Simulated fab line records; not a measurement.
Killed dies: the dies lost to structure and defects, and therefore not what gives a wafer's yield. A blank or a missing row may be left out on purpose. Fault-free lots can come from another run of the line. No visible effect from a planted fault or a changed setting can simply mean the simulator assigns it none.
fab line records	flow n5_finfet	part 2 of 2: steps 5 to 6 of 6
record: lots: 20	wafers: 60	last_day: 17
route steps=1938 shown BEOL_M8@1346 BEOL_M9@1439
lots untouched by any fault: they come from a run of this same line in which no faults occurred
start_h: the number of hours between the record's first day and the start of the first shown wafer of the lot	wait_h: time in hours since the lot's previous step	" repeats the value in the row above	L1.1+2: one row covering several wafers at once	- no value, or no start given	* or withheld: withheld	< > ~ a bound
route shown NAME@n: names a module that has steps shown in the file, with the first one's number in the route	usual: the fault-free wafers' mean and standard deviation	same: alike in all rows	chamber/n: place in a boat	sites: the reading at each site	_std_site: how widely they spread, as a standard deviation	_edge_site: the outer-site mean with the inner-site mean subtracted	radius_mm: for every site, how far away it sits from the centre of the wafer	mask NAME#n: copy n	behind: the most recent tool/chamber to have shaped the wafer	hold: reason for holding the lot/hours on hold/outcome of the hold	device: which transistor (n, p or np) failed to switch	end of line: at the end of the route, the tests of the same wafers	a step with no rows: only its recipe	killed: count of dies lost to structure and defects at first sort (not the wafer's yield)	map: the dies of a wafer, with x for killed, . for not killed, _ for no die there
set.NAME: the run value of the setting; set.NAME@STEP: its run value at that earlier step	model.NAME: the simulator's own value behind a step, which no gauge read
route steps across a sampled set of lots; one table per step, one row per wafer
services: when a tool's chamber went out of use (start_h, in hours from the record's first day, below 0 if earlier), for how many hours, and the reason
== steps ==
step: N5_BEOL_M9_ETCH_65
recipe: chemistry: CF4	target: SiARC	target_depth_a: 156	mask_material: CAR-EUV	time_s: 26	ion_energy_ev: 80	pressure_mtorr: 40	source_w: 545	bias_w: 36	Ar_flow_sccm: 100	cf4_flow_sccm: 100	ends: cleared
usual: bias_w: 36.01/0.11	drypump_motor_current_A: 5.6/0.43	etch_rf_on_time_s: 26.5/0.91	oes_product_au: 0.66/0.069	rf_fwd_power_W: 531.7/2	rf_vpp_V: 184.0/1.1	showerhead_plenum_p_Torr: 2.14/0.061	throttle_valve_pct: 15.70/0.18
lot.wafer	tool	chamber	start_h	wait_h	bias_w	drypump_motor_current_A	etch_rf_on_time_s	oes_product_au	rf_fwd_power_W	rf_hours_counter_h	rf_vpp_V	showerhead_plenum_p_Torr	throttle_valve_pct
L074.3	rie_diel-06	2	221.19	0.0	35.98	6.0	27.0	0.58	530.0	231	181.7	2.11	15.86
L074.4	"	1	"	"	36.03	5.7	26.4	0.62	530.7	186	185.0	2.12	15.82
L074.6	"	2	"	"	36.17	6.0	27.0	0.58	532.8	-	183.7	2.11	15.84
L076.1	rie_diel-04	0	231.98	0.0	36.09	5.9	25.9	0.61	529.3	197	183.7	2.12	15.88
L076.4	"	3	"	"	35.95	5.1	27.1	0.72	530.2	53	183.7	2.09	15.51
L076.6	"	3	"	"	36.04	5.1	26.9	0.72	533.2	-	183.9	2.09	15.51
L075.1	rie_diel-03	2	232.10	0.0	36.10	5.3	25.5	0.77	531.2	19	184.9	2.11	15.23
L075.3	"	0	"	"	36.02	5.1	27.1	0.60	532.2	214	183.7	2.14	15.85
L075.5	"	0	"	"	36.03	5.1	27.2	0.59	534.4	-	184.2	2.14	15.85
L077.3	rie_diel-06	0	253.15	0.0	36.10	5.2	28.0	0.66	531.6	97	182.0	2.08	15.53
L077.4	"	2	"	"	36.08	6.0	26.8	0.57	536.1	244	185.9	2.10	15.87
L077.6	"	1	"	"	35.95	5.7	26.5	0.61	532.3	-	183.9	2.12	15.85
L078.2	rie_diel-06	2	259.14	0.0	36.09	6.0	26.6	0.58	533.3	246	184.0	2.10	15.88
L078.3	"	3	"	"	36.17	6.2	26.3	0.71	528.7	62	184.0	2.18	15.49
L078.6	"	3	"	"	36.17	6.2	26.1	0.72	530.3	-	186.5	2.18	15.49
L080.4	rie_diel-06	0	261.78	0.0	36.07	5.2	27.9	0.66	530.5	101	183.5	2.08	15.54
L080.5	"	0	"	"	35.94	5.2	27.9	0.66	532.4	-	183.0	2.08	15.53
L080.6	"	1	"	"	35.99	5.7	26.3	0.61	531.4	-	184.2	2.12	15.89
L082.2	rie_diel-04	0	271.27	0.0	36.14	5.9	25.5	0.61	530.4	215	182.3	2.11	15.94
L082.4	"	3	"	"	35.94	5.2	26.9	0.70	529.1	71	183.6	2.08	15.58
L082.5	"	0	"	"	36.16	5.9	25.7	0.61	529.4	-	185.5	2.11	15.92
L081.3	rie_diel-03	0	271.48	0.0	36.09	5.1	27.6	0.57	530.5	220	182.6	2.14	15.88
L081.5	"	1	"	"	36.09	5.4	27.4	0.71	531.9	-	183.9	2.26	15.59
L081.6	"	0	"	"	36.04	5.1	27.5	0.59	531.4	-	182.9	2.14	15.85
L083.1	rie_diel-06	3	275.10	0.0	36.05	6.2	26.4	0.71	533.8	68	184.5	2.18	15.49
L083.4	"	0	"	"	36.02	5.2	27.8	0.66	533.7	-	182.9	2.08	15.55
L083.6	"	1	"	"	35.99	5.7	26.7	0.60	531.2	-	183.7	2.12	15.88
L084.1	rie_diel-03	0	281.23	0.0	36.16	5.1	27.4	0.58	527.4	223	183.1	2.14	15.87
L084.4	"	3	"	"	35.88	6.4	25.2	0.73	531.0	75	183.3	2.17	15.73
L084.6	"	2	"	"	36.00	5.3	26.0	0.74	531.7	-	182.6	2.10	15.25
L085.1	rie_diel-06	0	292.13	0.0	35.97	5.2	27.8	0.65	534.3	110	184.5	2.07	15.56
L085.2	"	1	"	"	36.04	5.7	26.2	0.61	528.8	212	184.1	2.11	15.89
L085.3	"	3	"	"	35.98	6.2	26.2	0.70	529.8	74	184.2	2.17	15.53
L087.1	rie_diel-04	1	298.45	0.0	36.05	5.3	25.8	0.59	534.4	243	184.6	2.11	15.69
L087.3	"	2	"	"	36.16	5.7	25.0	0.83	531.5	11	185.5	2.28	15.62
L087.5	"	0	"	"	35.95	5.9	25.7	0.60	530.0	-	183.6	2.11	15.94
L086.2	rie_diel-06	1	299.56	0.0	35.87	5.7	26.2	0.60	532.6	215	185.4	2.11	15.90
L086.3	"	0	"	"	36.01	5.2	27.7	0.65	535.0	113	182.4	2.07	15.54
L086.4	"	2	"	"	36.01	6.0	25.3	0.83	532.5	1	184.7	2.10	15.45
L090.1	rie_diel-03	0	310.29	0.0	35.94	5.1	27.2	0.59	531.8	233	183.6	2.13	15.88
L090.3	"	1	"	"	36.08	5.4	27.2	0.70	530.7	57	185.9	2.25	15.64
L090.6	"	1	"	"	35.82	5.4	26.8	0.71	531.8	-	186.5	2.25	15.63
L089.1	rie_diel-03	3	312.90	0.0	36.26	6.3	25.2	0.73	528.0	86	183.5	2.16	15.75
L089.5	"	0	"	"	35.90	5.1	27.2	0.58	529.7	-	183.4	2.13	15.89
L089.6	"	1	"	"	36.04	5.4	27.3	0.70	532.7	-	186.0	2.25	15.64
L088.1	rie_diel-03	1	318.67	0.0	35.93	5.4	27.0	0.70	531.1	61	186.2	2.25	15.63
L088.4	"	1	"	"	35.98	5.4	27.1	0.70	531.3	-	184.8	2.25	15.63
L088.5	"	3	"	"	36.16	6.3	25.1	0.71	531.5	-	185.1	2.16	15.76
L093.1	rie_diel-06	0	330.25	0.0	35.89	5.2	27.7	0.64	534.3	123	183.1	2.07	15.57
L093.3	"	1	"	"	35.88	5.7	26.2	0.60	530.9	225	184.8	2.11	15.92
L093.4	"	2	"	"	36.03	6.0	25.4	0.79	534.4	12	182.3	2.10	15.47
L092.1	rie_diel-06	2	330.67	0.0	36.21	6.0	25.1	0.79	535.9	12	183.4	2.10	15.46
L092.2	"	0	"	"	36.06	5.2	28.0	0.64	535.2	123	183.6	2.07	15.57
L092.3	"	1	"	"	35.90	5.7	26.4	0.59	536.4	225	183.5	2.11	15.92
L091.1	rie_diel-03	1	349.11	0.0	36.03	5.4	27.3	0.68	532.6	75	185.2	2.25	15.67
L091.2	"	3	"	"	35.92	6.4	25.5	0.70	535.5	103	183.7	2.16	15.80
L091.4	"	1	"	"	35.91	5.4	27.2	0.69	531.3	-	185.3	2.25	15.66
L095.2	rie_diel-06	1	357.16	0.0	35.99	5.7	26.4	0.59	531.8	229	183.7	2.11	15.91
L095.5	"	1	"	"	35.94	5.7	26.6	0.59	530.0	-	182.8	2.11	15.92
L095.6	"	0	"	"	36.06	5.2	28.1	0.64	535.1	-	182.0	2.07	15.58
step: N5_BEOL_M9_ETCH_66
recipe: chemistry: N2/H2	target: SOC	target_depth_a: 800	overetch_a: 160	mask_material: SiARC	temp_c: 40	time_s: 120	ion_energy_ev: 200	pressure_mtorr: 30	source_w: 840	bias_w: 150	n2_flow_sccm: 200	h2_flow_sccm: 200
usual: bias_w: 150.0/0.45	drypump_motor_current_A: 5.6/0.44	oes_product_au: 0.60/0.058	rf_fwd_power_W: 835/3	rf_vpp_V: 523.7/2.3	showerhead_plenum_p_Torr: 2.54/0.08	throttle_valve_pct: 17.95/0.27
lot.wafer	tool	chamber	start_h	wait_h	bias_w	drypump_motor_current_A	oes_product_au	rf_fwd_power_W	rf_hours_counter_h	rf_vpp_V	showerhead_plenum_p_Torr	throttle_valve_pct
L074.3	rie_diel-06	2	221.22	0.0	149.5	6.1	0.54	831	231	521.5	2.50	17.91
L074.4	"	1	"	"	149.2	5.7	0.56	835	186	523.4	2.53	18.06
L074.6	"	2	"	"	149.2	6.1	0.53	834	-	522.7	2.50	17.90
L076.1	rie_diel-04	0	232.00	0.0	150.2	5.9	0.54	832	197	523.1	2.54	18.24
L076.4	"	3	"	"	149.8	5.2	0.65	834	53	522.5	2.48	17.80
L076.6	"	3	"	"	149.7	5.2	0.66	835	-	522.5	2.48	17.80
L075.1	rie_diel-03	2	232.12	0.0	149.9	5.3	0.68	833	19	521.2	2.51	17.45
L075.3	"	0	"	"	150.1	5.1	0.55	830	214	522.3	2.53	18.07
L075.5	"	0	"	"	150.8	5.1	0.55	833	-	524.6	2.53	18.05
L077.3	rie_diel-06	0	253.17	0.0	149.2	5.2	0.61	832	97	521.6	2.44	17.57
L077.4	"	2	"	"	149.6	6.0	0.53	839	244	521.1	2.50	17.93
L077.6	"	1	"	"	150.3	5.7	0.55	836	-	524.0	2.52	18.07
L078.2	rie_diel-06	2	259.17	0.0	150.0	6.1	0.52	837	246	522.3	2.49	17.93
L078.3	"	3	"	"	150.6	6.2	0.64	837	62	524.0	2.58	17.78
L078.6	"	3	"	"	150.2	6.2	0.64	838	-	524.7	2.58	17.78
L080.4	rie_diel-06	0	261.81	0.0	150.0	5.2	0.62	836	101	522.0	2.44	17.53
L080.5	"	0	"	"	150.1	5.2	0.62	838	-	521.3	2.44	17.56
L080.6	"	1	"	"	150.1	5.7	0.55	834	-	524.0	2.52	18.07
L082.2	rie_diel-04	0	271.30	0.0	149.8	5.9	0.54	832	215	522.2	2.53	18.27
L082.4	"	3	"	"	150.0	5.1	0.65	837	71	522.9	2.47	17.85
L082.5	"	0	"	"	150.0	5.9	0.54	830	-	524.0	2.53	18.27
L081.3	rie_diel-03	0	271.50	0.0	149.4	5.1	0.54	831	220	524.0	2.53	18.07
L081.5	"	1	"	"	149.5	5.4	0.66	838	-	529.1	2.68	17.81
L081.6	"	0	"	"	150.0	5.1	0.54	835	-	523.4	2.53	18.09
L083.1	rie_diel-06	3	275.13	0.0	150.0	6.2	0.63	837	68	525.3	2.58	17.81
L083.4	"	0	"	"	150.6	5.2	0.61	833	-	523.1	2.44	17.56
L083.6	"	1	"	"	149.3	5.7	0.55	833	-	522.8	2.52	18.09
L084.1	rie_diel-03	0	281.26	0.0	150.8	5.1	0.54	831	223	523.6	2.53	18.07
L084.4	"	3	"	"	150.5	6.4	0.64	835	75	524.8	2.61	18.41
L084.6	"	2	"	"	150.4	5.3	0.66	832	-	522.1	2.51	17.48
L085.1	rie_diel-06	0	292.15	0.0	150.4	5.2	0.61	838	110	521.4	2.44	17.57
L085.2	"	1	"	"	149.9	5.7	0.54	833	212	523.8	2.52	18.10
L085.3	"	3	"	"	149.8	6.2	0.62	843	74	525.2	2.58	17.82
L087.1	rie_diel-04	1	298.48	0.0	150.0	5.2	0.53	833	243	522.6	2.49	17.83
L087.3	"	2	"	"	149.6	5.7	0.73	831	11	527.1	2.73	18.14
L087.5	"	0	"	"	150.1	5.9	0.53	831	-	522.7	2.53	18.28
L086.2	rie_diel-06	1	299.59	0.0	150.0	5.7	0.54	833	215	522.2	2.52	18.09
L086.3	"	0	"	"	149.6	5.2	0.61	840	113	522.4	2.43	17.58
L086.4	"	2	"	"	150.2	6.1	0.73	833	1	521.7	2.49	17.60
L090.1	rie_diel-03	0	310.32	0.0	150.1	5.1	0.53	834	234	522.4	2.53	18.09
L090.3	"	1	"	"	150.4	5.4	0.64	837	57	528.0	2.68	17.83
L090.6	"	1	"	"	150.5	5.4	0.65	836	-	527.5	2.68	17.83
L089.1	rie_diel-03	3	312.93	0.0	150.0	6.4	0.63	835	86	525.3	2.61	18.41
L089.5	"	0	"	"	150.2	5.1	0.54	834	-	522.5	2.53	18.08
L089.6	"	1	"	"	149.5	5.4	0.64	838	-	528.7	2.68	17.84
L088.1	rie_diel-03	1	318.70	0.0	149.8	5.4	0.63	831	61	528.6	2.67	17.85
L088.4	"	1	"	"	150.3	5.4	0.65	834	-	528.3	2.67	17.84
L088.5	"	3	"	"	150.0	6.3	0.64	838	-	523.2	2.60	18.41
L093.1	rie_diel-06	0	330.27	0.0	149.5	5.2	0.60	835	123	522.1	2.43	17.61
L093.3	"	1	"	"	149.5	5.7	0.54	834	225	521.4	2.51	18.11
L093.4	"	2	"	"	150.4	6.1	0.70	842	12	521.3	2.49	17.63
L092.1	rie_diel-06	2	330.70	0.0	150.1	6.1	0.70	834	12	522.3	2.49	17.61
L092.2	"	0	"	"	149.9	5.2	0.60	838	123	521.7	2.43	17.60
L092.3	"	1	"	"	150.6	5.7	0.54	834	225	522.5	2.51	18.11
L091.1	rie_diel-03	1	349.14	0.0	149.9	5.4	0.63	834	75	525.8	2.67	17.86
L091.2	"	3	"	"	150.1	6.4	0.62	833	103	524.2	2.60	18.44
L091.4	"	1	"	"	150.1	5.3	0.63	835	-	528.9	2.67	17.88
L095.2	rie_diel-06	1	357.19	0.0	149.6	5.7	0.54	833	229	522.5	2.51	18.12
L095.5	"	1	"	"	149.7	5.7	0.53	833	-	523.0	2.51	18.13
L095.6	"	0	"	"	150.1	5.2	0.59	843	-	520.6	2.43	17.60
== services ==
tool	chamber	start_h	hours	kind
rie_diel-04	-	188.17	14.6	pm
rie_diel-02	-	195.71	3.6	repair
rie_diel-05	0	203.48	8.1	repair
rie_diel-02	2	205.00	27.5	repair
rie_diel-02	0	226.35	10.5	repair
rie_diel-03	-	239.00	15.6	pm
rie_diel-02	3	241.86	46.0	repair
rie_diel-05	3	243.39	-	clean
rie_diel-05	3	243.39	-	consumable_replace:focus_ring
rie_diel-05	3	243.39	13.8	scheduled_down
rie_diel-05	3	243.39	13.8	vent_cycle
rie_diel-05	-	266.00	4.0	pm
rie_diel-06	0	267.66	4.5	repair
rie_diel-06	2	272.21	-	clean
rie_diel-06	2	272.21	-	consumable_replace:focus_ring
rie_diel-06	2	272.21	23.9	scheduled_down
rie_diel-06	2	272.21	23.9	vent_cycle
rie_diel-04	3	278.44	4.5	repair
rie_diel-03	2	296.51	115.9	repair
rie_diel-04	3	296.85	3.5	repair
rie_diel-05	0	319.99	7.4	repair
rie_diel-04	1	334.75	7.2	repair
rie_diel-06	-	340.42	15.6	pm
rie_diel-01	2	350.29	6.7	repair
